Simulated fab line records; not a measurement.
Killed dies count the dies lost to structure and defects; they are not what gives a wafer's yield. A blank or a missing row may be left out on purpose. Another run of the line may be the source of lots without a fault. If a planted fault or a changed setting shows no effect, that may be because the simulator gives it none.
Chamber matching ; flow nand_harc ; 3 sister chambers for NHARC_A_SGD_CUT_DEP_00 on pecvd-01
The step deposits SiNx, target thk 50 nm. 3 wafers are shown with their chamber, then 10 later ones without.

== WAFERS WITH THEIR CHAMBER ==
wafer;chamber;heater_power_w (W)
L085.3;0;985
L085.6;2;620
L090.5;1;804

== WAFERS WHOSE CHAMBER IS MISSING ==
wafer;heater_power_w (W)
L090.6;609
L094.4;595
L094.5;987
L094.6;584
L096.1;880
L096.2;785
L096.3;661
L096.4;886
L096.5;680
L096.6;791

== THE CHAMBER EACH PASSED THROUGH ==
wafer;from the rows above;in truth
L090.6;2;2
L094.4;2;2
L094.5;0;0
L094.6;2;2
L096.1;can't be placed: 1 or 0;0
L096.2;1;1
L096.3;2;2
L096.4;can't be placed: 1 or 0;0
L096.5;can't be placed: 2 or 1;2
L096.6;1;1
7 of 10 placed correctly. Cannot be placed on the basis of these rows: 3; the candidates contain the true chamber in 3. Wrongly placed: 0.
How it was worked out, from the rows above alone: a wafer's distance from a chamber is the root of the sum, over the readings, of the square of ((its reading less the chamber's mean) divided by the reading's scatter). If the next closest chamber is less than 2 further off than the closest, the wafer can't be placed; otherwise it belongs to the closest. Each chamber's mean is taken over the wafers shown for it. The scatter (one wafer shown for each chamber): square how far every hidden wafer sits from the nearest shown wafer, average those squares and take the square root.
